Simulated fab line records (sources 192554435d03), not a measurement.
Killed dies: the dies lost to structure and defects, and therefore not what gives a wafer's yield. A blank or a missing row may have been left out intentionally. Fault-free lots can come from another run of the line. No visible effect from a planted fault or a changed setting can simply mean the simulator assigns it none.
fab line records	flow n5Finfet
[record] lots = 7	wafers = 21
route steps=1938 shown BEOL_M7@1305 BEOL_M8@1368 BEOL_M10@1509 BEOL_M11@1566 BEOL_M12@1636
startH: the number of hours between the record's first day and the start of the first shown wafer of the lot	waitH: hours since the lot's step before	" the same as in the row above	L1.1+2: several wafers, shown together as one row	- no value, or no start was given	* or withheld: withheld	< > ~ a bound
route shown NAME@n: a module of which the file shows steps, and the number in the route of the first	usual: the fault-free wafers' mean and standard deviation	same: alike in all rows	chamber/n: place in a boat	sites: readings site by site	_std_site: the values' standard deviation	_edge_site: outer sites' mean less inner sites'	radiusMm: for every site, how far away it sits from the centre of the wafer	mask NAME#n: copy n	behind: the last tool/chamber to shape the wafer	hold: why the lot went on hold/how many hours it stayed there/how the hold came to an end	device: which transistor (n, p or np) failed to switch	end of line: the route-end tests of the same wafers	a step with no rows: only its recipe	killed: count of dies lost to structure and defects at first sort (not the wafer's yield)	map: shows each die of a wafer: x if killed, . if not, _ if none is there
set.NAME: the setting the step ran with; set.NAME@STEP: the setting that earlier step ran with	model.NAME: the simulator's own value behind a step, which no gauge read
lots with deliberately changed settings; one table per step, one row per wafer
[[steps]]
[step N5_BEOL_M7_VIA_ETCH_34]
[recipe] chemistry = C4F6/O2	target = SiCOH_lowk	targetDepthA = 1255	maskMaterial = SOC	taperDeg = 4	timeS = 50.5	ionEnergyEv = 250	pressureMtorr = 30	sourceW = 345	biasW = 185	Ar_flow_sccm = 300	C4F6_flow_sccm = 10	O2_flow_sccm = 10
lot.wafer	tool	chamber	startH	waitH	set.timeS	model.etch.depthNm	model.SOC_of_BEOL_M7_COAT_63.thkNm
L077.2	rieDiel-06	1	211.01	0.0	59.26	146.8	52.8
L077.4	"	0	"	"	59.26	143.6	52.8
L077.6	"	2	"	"	50.5	124.1	53.6
L081.2	rieDiel-02	3	226.17	0.0	50.5	124.9	54
L081.5	"	0	"	"	50.5	126.9	54
L081.6	"	1	"	"	50.5	125.6	54
L082.4	rieDiel-06	3	237.86	0.0	58.1	140.3	53.2
L082.5	"	3	"	"	50.5	122.5	54.2
L082.6	"	0	"	"	58.1	140.3	53.4
L087.1	rieDiel-02	0	266.00	0.0	50.5	126.9	53.6
L087.4	"	2	"	"	50.5	123.4	54.2
L087.6	"	1	"	"	50.5	124.9	54
L086.1	rieDiel-06	1	275.87	0.0	50.5	125.6	54.2
L086.3	"	3	"	"	50.5	125.5	54
L086.6	"	1	"	"	50.5	124.4	54.2
L090.2	rieDiel-06	0	286.64	0.0	50.5	122	54.2
L090.3	"	2	"	"	44.88	109	54.8
L090.6	"	0	"	"	44.88	109.1	55
L095.1	rieDiel-06	2	318.49	0.0	44.99	110.6	54.6
L095.3	"	1	"	"	50.5	124.1	54
L095.4	"	0	"	"	50.5	122.5	54
[step N5_BEOL_M7_TRENCH_ETCH_37]
[recipe] chemistry = C4F6/O2	targetDepthA = 934.78	target = SiCOH_lowk	timeS = 31.2	ionEnergyEv = 250	pressureMtorr = 30	sourceW = 345	biasW = 185	Ar_flow_sccm = 300	C4F6_flow_sccm = 10	O2_flow_sccm = 10
[usual] rfVppV = 662/8.7
lot.wafer	tool	chamber	startH	waitH	set.biasW	rfVppV
L077.2	rieDiel-06	1	-	-	185	653
L077.4	"	0	"	"	160	590
L077.6	"	2	"	"	185	671
L081.2	rieDiel-02	3	-	-	185	663
L081.5	"	0	"	"	185	669
L081.6	"	1	"	"	185	653
L082.4	rieDiel-06	3	-	-	170.6	635
L082.5	"	3	"	"	185	678
L082.6	"	0	"	"	185	663
L087.1	rieDiel-02	0	-	-	185	669
L087.4	"	2	"	"	185	655
L087.6	"	1	"	"	165.6	598
L086.1	rieDiel-06	1	-	-	216.1	738
L086.3	"	3	"	"	216.1	765
L086.6	"	1	"	"	216.1	738
L090.2	rieDiel-06	0	-	-	185	663
L090.3	"	2	"	"	204.7	727
L090.6	"	0	"	"	185	661
L095.1	rieDiel-06	2	-	-	185	670
L095.3	"	1	"	"	199.6	691
L095.4	"	0	"	"	199.6	703
[step N5_BEOL_M8_DESCUM_33]
[recipe] chemistry = O2	timeS = 7	sourcePowerW = 50	biasPowerW = 20	pressureMtorr = 20	rfFrequencyHz = 2.712e+07	tempC = 40	resist = CAR-EUV	o2FlowSccm = 225
lot.wafer	tool	chamber	startH	waitH	set.timeS	model.CAR-EUV_of_BEOL_M8_COAT_22.thkNm
L077.2+6	rieDiel-03	1	218.21	0.3	5.932	26.6
L077.4	"	2	"	"	7	26.2
L081.2+5+6	rieDiel-03	3,1,2	234.06	0.0	7	26.2
L082.4+6	rieDiel-03	2,1	247.24	1.3	7	26.2
L082.5	"	0	"	"	7.904	25.6
L087.1	rieDiel-01	3	271.96	0.0	6.276	26.4
L087.4+6	"	1,2	"	"	7	26
L086.1+6	rieDiel-03	1,3	282.49	0.3	7	26
L086.3	"	2	"	"	6.037	26.6
L090.2+3	rieDiel-01	1,2	296.65	0.0	7.906	25.6
L090.6	"	3	"	"	7.906	25.8
L095.1+3+4	rieDiel-05	0,2,0	327.24	0.0	6.308	26.4
[step N5_BEOL_M8_ETCH_72]
[recipe] chemistry = N2/H2	target = underlayer	targetDepthA = 65	maskMaterial = CAR-EUV	timeS = 5.2	ionEnergyEv = 200	pressureMtorr = 30	sourceW = 840	biasW = 150	n2FlowSccm = 200	h2FlowSccm = 200	ends = cleared
lot.wafer	tool	chamber	startH	waitH	set.timeS@BEOL_M8_DESCUM_33	model.CAR-EUV_of_BEOL_M8_COAT_22.thkNm
L077.2+6	rieDiel-03	1	218.25	0.0	5.932	21
L077.4	"	2	"	"	7	20.4
L081.2+5	rieDiel-03	3,1	234.10	0.0	7	20.6
L081.6	"	2	"	"	7	20.4
L082.4+6	rieDiel-03	2,1	247.28	0.0	7	20.6
L082.5	"	0	"	"	7.904	20
L087.1	rieDiel-01	3	271.99	0.0	6.276	20.8
L087.4+6	"	1,2	"	"	7	20.2
L086.1+6	rieDiel-03	1,3	282.53	0.0	7	20.4
L086.3	"	2	"	"	6.037	21
L090.2	rieDiel-01	1	296.68	0.0	7.906	19.8
L090.3+6	"	2,3	"	"	7.906	20
L095.1+3	rieDiel-05	0,2	327.27	0.0	6.308	20.6
L095.4	"	0	"	"	6.308	20.8
[step N5_BEOL_M8_ETCH_65]
[recipe] chemistry = CF4	target = SiARC	targetDepthA = 156	maskMaterial = CAR-EUV	timeS = 26	ionEnergyEv = 80	pressureMtorr = 40	sourceW = 545	biasW = 36	Ar_flow_sccm = 100	cf4FlowSccm = 100	ends = cleared
[usual] etchRfOnTimeS = 25.7/0.54	rfVppV = 184.1/1.2
lot.wafer	tool	chamber	startH	waitH	set.sourceW	set.timeS@BEOL_M8_DESCUM_33	etchRfOnTimeS	rfVppV	model.CAR-EUV_of_BEOL_M8_COAT_22.thkNm
L077.2	rieDiel-03	1	218.26	0.0	545	5.932	25.4	182.9	11.8
L077.4	"	2	"	"	545	7	25.4	181.7	11.2
L077.6	"	1	"	"	455	5.932	29.6	194.2	11.8
L081.2	rieDiel-03	3	234.12	0.0	545	7	26.0	186.0	11.4
L081.5	"	1	"	"	545	7	25.8	183.9	11.2
L081.6	"	2	"	"	545	7	25.4	184.7	11.2
L082.4	rieDiel-03	2	247.30	0.0	545	7	25.3	182.9	11.4
L082.5	"	0	"	"	545	7.904	25.5	186.9	10.8
L082.6	"	1	"	"	545	7	25.4	185.1	11.4
L087.1	rieDiel-01	3	272.01	0.0	545	6.276	25.4	182.8	11.6
L087.4	"	1	"	"	545	7	24.6	184.9	11
L087.6	"	2	"	"	591.5	7	24.2	178.3	11.2
L086.1	rieDiel-03	1	282.55	0.0	545	7	25.4	182.0	11.2
L086.3	"	2	"	"	545	6.037	25.6	183.4	11.6
L086.6	"	3	"	"	465.2	7	29.8	193.5	11.2
L090.2	rieDiel-01	1	296.70	0.0	545	7.906	24.5	184.7	10.6
L090.3	"	2	"	"	504.7	7.906	27.9	189.6	10.8
L090.6	"	3	"	"	545	7.906	25.8	182.3	10.8
L095.1	rieDiel-05	0	327.29	0.0	463.1	6.308	30.9	195.6	11.4
L095.3	"	2	"	"	545	6.308	26.6	182.9	11.4
L095.4	"	0	"	"	463.1	6.308	30.8	196.5	11.4
[step N5_BEOL_M10_VIA_ETCH_34]
[recipe] chemistry = C4F6/O2	target = SiCOH_lowk	targetDepthA = 1845	maskMaterial = SOC	taperDeg = 4	timeS = 69.2	ionEnergyEv = 250	pressureMtorr = 30	sourceW = 345	biasW = 185	Ar_flow_sccm = 300	C4F6_flow_sccm = 10	O2_flow_sccm = 10
lot.wafer	tool	chamber	startH	waitH	set.timeS	model.etch.depthNm	model.SOC_of_BEOL_M10_COAT_63.thkNm
L077.2	rieDiel-01	1	234.06	0.0	69.2	193.2	92
L077.4	"	3	"	"	69.2	188.2	91.8
L077.6	"	1	"	"	69.2	195.3	91.4
L081.2	rieDiel-01	1	249.46	0.0	69.2	190.5	91.6
L081.5	"	1	"	"	69.2	189.5	91.6
L081.6	"	0	"	"	69.2	187.5	91.8
L082.4	rieDiel-03	1	261.41	0.0	69.2	188.9	91.4
L082.5	"	1	"	"	69.2	189.1	91.8
L082.6	"	0	"	"	69.2	188.8	91.6
L087.1	rieDiel-05	0	288.05	0.0	74.06	193.8	91.2
L087.4	"	1	"	"	69.2	184	91.8
L087.6	"	1	"	"	74.06	196.4	91.2
L086.1	rieDiel-05	2	299.36	0.0	77.5	206.3	91.4
L086.3	"	3	"	"	77.5	204.4	91.6
L086.6	"	2	"	"	77.5	205.2	91.6
L090.2	rieDiel-03	2	316.14	0.0	82.72	228	90.2
L090.3	"	0	"	"	69.2	188.2	91.6
L090.6	"	1	"	"	69.2	188.3	91.6
L095.1	rieDiel-05	3	340.00	0.0	69.2	184.7	92
L095.3	"	0	"	"	69.2	182.4	92.4
L095.4	"	0	"	"	73.83	195	91.6
[step N5_BEOL_M10_ETCH_41]
[recipe] chemistry = CH3F/O2	target = SiCN	targetDepthA = 426	taperDeg = 2	timeS = 86	ionEnergyEv = 120	maskMaterial = TiN	pressureMtorr = 30	sourceW = 395	biasW = 75	Ar_flow_sccm = 150	CH3F_flow_sccm = 30	O2_flow_sccm = 20
[usual] rfVppV = 297.6/1.5
lot.wafer	tool	chamber	startH	waitH	set.sourceW	rfVppV	model.etch.depthNm
L077.2	rieDiel-01	1	-	-	395	298.9	34.13
L077.4	"	3	"	"	395	295.6	33.61
L077.6	"	1	"	"	395	300.0	34.14
L081.2	rieDiel-01	1	-	-	395	297.5	33.26
L081.5	"	1	"	"	395	298.3	33.58
L081.6	"	0	"	"	395	295.9	33.16
L082.4	rieDiel-03	1	-	-	395	296.9	33.33
L082.5	"	1	"	"	436.9	286.7	34.27
L082.6	"	0	"	"	436.9	288.9	34.7
L087.1	rieDiel-05	0	-	-	427.7	291.8	33.24
L087.4	"	1	"	"	427.7	289.9	33.08
L087.6	"	1	"	"	395	297.5	32.06
L086.1	rieDiel-05	2	-	-	395	298.2	32.44
L086.3	"	3	"	"	341.5	310.5	30.68
L086.6	"	2	"	"	395	296.4	32.54
L090.2	rieDiel-03	2	-	-	395	296.4	33.54
L090.3	"	0	"	"	395	301.3	33.42
L090.6	"	1	"	"	368.7	302.9	32.47
L095.1	rieDiel-05	3	-	-	395	296.2	32.73
L095.3	"	0	"	"	452	285.9	33.97
L095.4	"	0	"	"	452	285.5	34.16
[step N5_BEOL_M11_PEB_26]
[recipe] pebTempC = withheld	pebTimeS = 60	resist = CAR-ArF
lot.wafer	tool	chamber	startH	waitH	set.pebTimeS
L077.2+6	lithoTrack-05	0	240.92	0.1	73.37
L077.4	"	0	"	"	60
L081.2+5+6	lithoTrack-05	0	257.35	0.1	60
L082.4+5+6	lithoTrack-05	0	271.15	0.0	60
L087.1	lithoTrack-04	0	296.41	0.1	48.22
L087.4+6	"	0	"	"	60
L086.1+3+6	lithoTrack-04	0	308.34	0.1	60
L090.2+3+6	lithoTrack-04	0	324.70	0.1	60
L095.1	lithoTrack-04	0	346.67	0.1	60
L095.3+4	"	0	"	"	73.06
[step N5_BEOL_M11_DEVELOP_27]
[recipe] developTimeS = 30	developer = TMAH	resist = CAR-ArF	rinseLiquid = diw	dry = airSpin	devTempC = 23
[step N5_BEOL_M11_CD_MEAS_28]
[recipe] targetCdNm = 70	landingEnergyEv = 500	detector = seInlens	polarity = opening
[usual] cdNm = 70.0/1.1
lot.wafer	tool	chamber	startH	waitH	set.pebTimeS@BEOL_M11_PEB_26	cdNm
L077.2	cdSem-03	0	240.99	-	73.37	78.6
L077.4	"	0	"	"	60	71.5
L077.6	"	0	"	"	73.37	78.2
L081.2	cdSem-02	0	257.42	-	60	67.7
L081.5	"	0	"	"	60	67.4
L081.6	"	0	"	"	60	67.4
L082.4	cdSem-01	0	271.21	-	60	70.5
L082.5	"	0	"	"	60	69.4
L082.6	"	0	"	"	60	68.4
L087.1	cdSem-01	0	296.48	-	48.22	59.9
L087.4	"	0	"	"	60	70.4
L087.6	"	0	"	"	60	70.7
L086.1	cdSem-02	0	308.41	-	60	70.0
L086.3	"	0	"	"	60	70.8
L086.6	"	0	"	"	60	71.0
L090.2	cdSem-01	0	324.77	-	60	71.4
L090.3	"	0	"	"	60	71.3
L090.6	"	0	"	"	60	71.8
L095.1	cdSem-03	0	346.74	-	60	72.3
L095.3	"	0	"	"	73.06	78.0
L095.4	"	0	"	"	73.06	78.3
[step N5_BEOL_M11_TRENCH_ETCH_37]
[recipe] chemistry = C4F6/O2	targetDepthA = 1488.3	target = SiCOH_lowk	timeS = 48	ionEnergyEv = 250	pressureMtorr = 30	sourceW = 345	biasW = 185	Ar_flow_sccm = 300	C4F6_flow_sccm = 10	O2_flow_sccm = 10
lot.wafer	tool	chamber	startH	waitH	set.timeS	model.BEOL_M11.featureDepthNm	model.etch.depthNm	model.TiN_of_BEOL_M11_HM_DEP_02.thkNm
L077.2	rieDiel-06	1	-	-	44.71	138.6	138.5	16
L077.4	"	3	"	"	48	144.4	144.4	16
L077.6	"	0	"	"	48	144.4	144.3	15.8
L081.2	rieDiel-06	1	-	-	48	148.2	148.2	16.8
L081.5	"	2	"	"	48	145	144.9	16.6
L081.6	"	1	"	"	48	147.4	147.4	16.4
L082.4	rieDiel-02	0	-	-	48	151.8	151.9	16
L082.5	"	1	"	"	48	149.2	149.3	15.6
L082.6	"	2	"	"	48	146.2	146.2	16
L087.1	rieDiel-06	1	-	-	48	148.8	148.9	16.2
L087.4	"	0	"	"	55.1	165.8	165.7	15.6
L087.6	"	3	"	"	55.1	169.6	169.5	15.6
L086.1	rieDiel-02	0	-	-	40.68	128.2	128.3	16.2
L086.3	"	2	"	"	40.68	124.8	124.9	16.8
L086.6	"	3	"	"	48	149.2	149.3	15.8
L090.2	rieDiel-06	3	-	-	38.95	117.8	117.9	16.4
L090.3	"	2	"	"	48	147.2	147.2	15.6
L090.6	"	1	"	"	48	147.4	147.4	15.6
L095.1	rieDiel-06	1	-	-	40.24	123.8	123.7	16.8
L095.3	"	2	"	"	48	147.6	147.6	16
L095.4	"	0	"	"	48	144.4	144.4	16.2
[step N5_BEOL_M11_ETCH_41]
[recipe] chemistry = CH3F/O2	target = SiCN	targetDepthA = 426	taperDeg = 2	timeS = 86	ionEnergyEv = 120	maskMaterial = TiN	pressureMtorr = 30	sourceW = 395	biasW = 75	Ar_flow_sccm = 150	CH3F_flow_sccm = 30	O2_flow_sccm = 20
[step N5_BEOL_M11_STRIP_77]
[recipe] chemistry = N2/H2	timeS = 10	powerW = 450	tempC = 40	pressureMtorr = 20	rfFrequencyHz = 6e+07	biasPowerW = 7	n2FlowSccm = 200	h2FlowSccm = 200
[step N5_BEOL_M11_OCD_MEAS_38]
[usual] trenchDepthNm = 147.4/2.2
lot.wafer	tool	chamber	startH	waitH	set.timeS@BEOL_M11_TRENCH_ETCH_37	trenchDepthNm
L077.2	ocd-01	-	241.57	-	44.71	139.2
L077.4	"	-	"	"	48	144.8
L077.6	"	-	"	"	48	144.2
L081.2	ocd-02	-	258.00	-	48	148.5
L081.5	"	-	"	"	48	144.7
L081.6	"	-	"	"	48	147.2
L082.4	ocd-01	-	271.83	-	48	152.1
L082.5	"	-	"	"	48	149.0
L082.6	"	-	"	"	48	146.3
L087.1	ocd-02	-	297.06	-	48	149.0
L087.4	"	-	"	"	55.1	165.3
L087.6	"	-	"	"	55.1	169.7
L086.1	ocd-01	-	310.15	-	40.68	128.2
L086.3	"	-	"	"	40.68	125.1
L086.6	"	-	"	"	48	149.0
L090.2	ocd-01	-	325.41	-	38.95	117.7
L090.3	"	-	"	"	48	147.1
L090.6	"	-	"	"	48	147.5
L095.1	ocd-02	-	347.32	-	40.24	123.6
L095.3	"	-	"	"	48	147.7
L095.4	"	-	"	"	48	144.8
[step N5_BEOL_M11_HM_STRIP_39]
[recipe] chemistry = peroxideTinStrip	material = TiN	targetDepthA = 250	tempC = 50	timeS = 158
[step N5_BEOL_M11_SRD_40]
[recipe] timeS = 30	tempC = 23	rinseLiquid = diw	dry = ipaMarangoni
[step N5_BEOL_M11_ECD_50]
[recipe] material = Cu	targetThkA = 3180
[step N5_BEOL_M11_ANNEAL_51]
[recipe] tempC = 225	timeS = 90	ambient = N2
[step N5_BEOL_M11_CMP_52]
[recipe] stopOn = SiCOH_lowk	tOverpolishS = 7	downForcePsi = 1	platenRpm = 50	clearingPlatenDownForcePsi = 1.5	clearingPlatenRpm = 50	postCmpClean = cuAlkaline	targetThkNm = 140	clearingPlatenPadVelocityMS = 0.99484	padVelocityMS = 0.99484
lot.wafer	tool	chamber	startH	waitH	set.timeS@BEOL_M11_TRENCH_ETCH_37	model.Cu_of_BEOL_M11_ECD_50.thkNm
L077.2	cmp-02	2	243.81	0.3	44.71	127.4
L077.4	"	3	"	"	48	135.4
L077.6	"	0	"	"	48	134.4
L081.2	cmp-03	3	261.17	0.5	48	139.4
L081.6	"	3	"	"	48	140
L081.5	"	0	"	"	48	136.8
L082.4	cmp-03	2	274.35	0.2	48	141.6
L082.6	"	1	"	"	48	138.4
L082.5	"	2	"	"	48	140.6
L087.4	cmp-03	3	299.85	0.2	55.1	157.8
L087.1	"	0	"	"	48	138.8
L087.6	"	1	"	"	55.1	161
L086.3	cmp-01	2	313.27	0.2	40.68	115
L086.1	"	1	"	"	40.68	121
L086.6	"	3	"	"	48	141
L090.2	cmp-02	1	328.40	0.2	38.95	110
L090.3	"	2	"	"	48	136.8
L090.6	"	1	"	"	48	139.6
L095.1	cmp-01	3	350.63	0.3	40.24	115.2
L095.4	"	0	"	"	48	135.6
L095.3	"	1	"	"	48	138.4
[step N5_BEOL_M11_THK_MEAS_53]
[recipe] thkMeasGauge = xrf	reads = Cu_of_BEOL_M11_ECD_50
[usual] M11_THK = 138.6/2.3
lot.wafer	tool	chamber	startH	waitH	set.timeS@BEOL_M11_TRENCH_ETCH_37	M11_THK[nm]
L077.2	filmMetro-02	-	244.03	-	44.71	128.5
L077.4	"	-	"	"	48	135.7
L077.6	"	-	"	"	48	135.3
L081.2	filmMetro-01	-	261.47	-	48	138.3
L081.5	"	-	"	"	48	135.6
L081.6	"	-	"	"	48	139.3
L082.4	filmMetro-02	-	274.61	-	48	140.4
L082.5	"	-	"	"	48	138.9
L082.6	"	-	"	"	48	136.5
L087.1	filmMetro-02	-	300.07	-	48	139.7
L087.4	"	-	"	"	55.1	158.7
L087.6	"	-	"	"	55.1	161.3
L086.1	filmMetro-02	-	313.56	-	40.68	120.5
L086.3	"	-	"	"	40.68	115.0
L086.6	"	-	"	"	48	140.0
L090.2	filmMetro-02	-	328.66	-	38.95	110.2
L090.3	"	-	"	"	48	137.1
L090.6	"	-	"	"	48	140.2
L095.1	filmMetro-01	-	350.89	-	40.24	115.8
L095.3	"	-	"	"	48	138.7
L095.4	"	-	"	"	48	135.9
[step N5_BEOL_M11_PRE_CLEAN_55]
[recipe] gas = NH3	timeS = 15	tempC = withheld	rfPowerW = 300
[step N5_BEOL_M11_DEP_56]
[recipe] material = SiCN	targetThkA = 300	tempC = withheld	precursor = 3MS/NH3	pressureTorr = 3	rfW = 675	timeS = 10.5
[step N5_BEOL_M11_RS_MEAS_57]
[recipe] thkMeasGauge = four-point-probe	reads = Cu_of_BEOL_M11_ECD_50+Co_of_BEOL_M11_CVD_75+TaN_of_BEOL_M11_ALD_74
[usual] M11_RS = 0.1523/0.0029
lot.wafer	tool	chamber	startH	waitH	set.timeS@BEOL_M11_TRENCH_ETCH_37	M11_RS[ohm/sq]
L077.2	filmMetro-01	-	244.19	0.1	44.71	0.1673
L077.4	"	-	"	"	48	0.1565
L077.6	"	-	"	"	48	0.1581
L081.2	filmMetro-02	-	261.59	0.0	48	0.1512
L081.5	"	-	"	"	48	0.1545
L081.6	"	-	"	"	48	0.1511
L082.4	filmMetro-01	-	274.73	0.0	48	0.1488
L082.5	"	-	"	"	48	0.1499
L082.6	"	-	"	"	48	0.1524
L087.1	filmMetro-02	-	300.23	0.1	48	0.1521
L087.4	"	-	"	"	55.1	0.1319
L087.6	"	-	"	"	55.1	0.1290
L086.1	filmMetro-02	-	313.70	0.0	40.68	0.1772
L086.3	"	-	"	"	40.68	0.1875
L086.6	"	-	"	"	48	0.1493
L090.2	filmMetro-02	-	328.78	0.0	38.95	0.1972
L090.3	"	-	"	"	48	0.1549
L090.6	"	-	"	"	48	0.1510
L095.1	filmMetro-02	-	351.01	0.0	40.24	0.1869
L095.3	"	-	"	"	48	0.1526
L095.4	"	-	"	"	48	0.1560
[step N5_BEOL_M12_ETCH_67]
[recipe] chemistry = CF4	target = SiARC	targetDepthA = 1430	timeS = 238.3	ionEnergyEv = 80	pressureMtorr = 40	sourceW = 545	biasW = 36	Ar_flow_sccm = 100	cf4FlowSccm = 100	ends = cleared
[usual] etchRfOnTimeS = 236/5.3	rfVppV = 184.0/1.1
lot.wafer	tool	chamber	startH	waitH	set.sourceW	etchRfOnTimeS	rfVppV
L077.2	rieDiel-01	3	246.79	0.0	545	233	184.5
L077.4	"	3	"	"	545	235	183.9
L077.6	"	0	"	"	516.9	241	188.5
L081.2	rieDiel-03	3	263.12	0.0	545	240	184.5
L081.5	"	2	"	"	545	232	183.2
L081.6	"	1	"	"	545	234	184.4
L082.4	rieDiel-05	2	276.39	0.0	601.9	220	176.0
L082.5	"	3	"	"	545	234	185.4
L082.6	"	2	"	"	545	241	182.9
L087.1	rieDiel-05	0	301.95	0.0	610.6	219	178.6
L087.4	"	3	"	"	610.6	213	177.0
L087.6	"	2	"	"	545	242	186.5
L086.1	rieDiel-05	0	315.23	0.0	510.4	255	189.6
L086.3	"	3	"	"	545	237	182.6
L086.6	"	2	"	"	510.4	256	188.7
L090.2	rieDiel-03	3	330.56	0.0	545	235	185.5
L090.3	"	1	"	"	545	233	184.0
L090.6	"	2	"	"	545	233	181.7
L095.1	rieDiel-05	0	353.33	0.0	600.8	225	178.9
L095.3	"	3	"	"	600.8	215	178.7
L095.4	"	0	"	"	600.8	224	177.6
[[key]]
[split] step = N5_BEOL_M7_VIA_ETCH_34	setting = timeS	stated = 50.5	by = wafer
[response] step = N5_BEOL_M7_VIA_ETCH_34	reading = model.etch.depthNm	change = +1.19	per = 1%	r = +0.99
[response] step = N5_BEOL_M7_VIA_ETCH_34	reading = model.SOC_of_BEOL_M7_COAT_63.thkNm	change = -0.0542	per = 1%	r = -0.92
[split] step = N5_BEOL_M7_TRENCH_ETCH_37	setting = biasW	stated = 185	by = wafer
[response] step = N5_BEOL_M7_TRENCH_ETCH_37	reading = rfVppV	change = +5.32	per = 1%	r = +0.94
[split] step = N5_BEOL_M8_DESCUM_33	setting = timeS	stated = 7	by = wafer
[response] step = N5_BEOL_M8_DESCUM_33	reading = model.CAR-EUV_of_BEOL_M8_COAT_22.thkNm	change = -0.0377	per = 1%	r = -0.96
[response] step = N5_BEOL_M8_ETCH_72	reading = model.CAR-EUV_of_BEOL_M8_COAT_22.thkNm	change = -0.0451	per = 1%	r = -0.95
[response] step = N5_BEOL_M8_ETCH_65	reading = model.CAR-EUV_of_BEOL_M8_COAT_22.thkNm	change = -0.0396	per = 1%	r = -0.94
[split] step = N5_BEOL_M8_ETCH_65	setting = sourceW	stated = 545	by = wafer
[response] step = N5_BEOL_M8_ETCH_65	reading = etchRfOnTimeS	change = *	per = 1%	r = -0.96
[response] step = N5_BEOL_M8_ETCH_65	reading = rfVppV	change = -0.768	per = 1%	r = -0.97
[split] step = N5_BEOL_M10_VIA_ETCH_34	setting = timeS	stated = 69.2	by = wafer
[response] step = N5_BEOL_M10_VIA_ETCH_34	reading = model.etch.depthNm	change = +1.96	per = 1%	r = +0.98
[response] step = N5_BEOL_M10_VIA_ETCH_34	reading = model.SOC_of_BEOL_M10_COAT_63.thkNm	change = -0.0748	per = 1%	r = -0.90
[split] step = N5_BEOL_M10_ETCH_41	setting = sourceW	stated = 395	by = wafer
[response] step = N5_BEOL_M10_ETCH_41	reading = rfVppV	change = -0.825	per = 1%	r = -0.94
[response] step = N5_BEOL_M10_ETCH_41	reading = model.etch.depthNm	change = +0.116	per = 1%	r = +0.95
[split] step = N5_BEOL_M11_PEB_26	setting = pebTimeS	stated = 60	by = wafer
[response] step = N5_BEOL_M11_CD_MEAS_28	reading = cdNm	shape = bent	atLowest = 59.9	atStated = 70.1	atHighest = 78.4
[split] step = N5_BEOL_M11_TRENCH_ETCH_37	setting = timeS	stated = 48	by = wafer
[response] step = N5_BEOL_M11_TRENCH_ETCH_37	reading = model.BEOL_M11.featureDepthNm	change = +1.42	per = 1%	r = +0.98
[response] step = N5_BEOL_M11_TRENCH_ETCH_37	reading = model.etch.depthNm	change = +1.42	per = 1%	r = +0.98
[response] step = N5_BEOL_M11_TRENCH_ETCH_37	reading = model.TiN_of_BEOL_M11_HM_DEP_02.thkNm	change = -0.0418	per = 1%	r = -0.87
[response] step = N5_BEOL_M11_OCD_MEAS_38	reading = trenchDepthNm	change = +1.41	per = 1%	r = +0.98
[response] step = N5_BEOL_M11_CMP_52	reading = model.Cu_of_BEOL_M11_ECD_50.thkNm	change = +1.43	per = 1%	r = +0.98
[response] step = N5_BEOL_M11_THK_MEAS_53	reading = M11_THK	change = +1.41	per = 1%	r = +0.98
[response] step = N5_BEOL_M11_RS_MEAS_57	reading = M11_RS	change = -0.00202	per = 1%	r = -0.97
[split] step = N5_BEOL_M12_ETCH_67	setting = sourceW	stated = 545	by = wafer
[response] step = N5_BEOL_M12_ETCH_67	reading = etchRfOnTimeS	change = *	per = 1%	r = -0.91
[response] step = N5_BEOL_M12_ETCH_67	reading = rfVppV	change = -0.792	per = 1%	r = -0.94
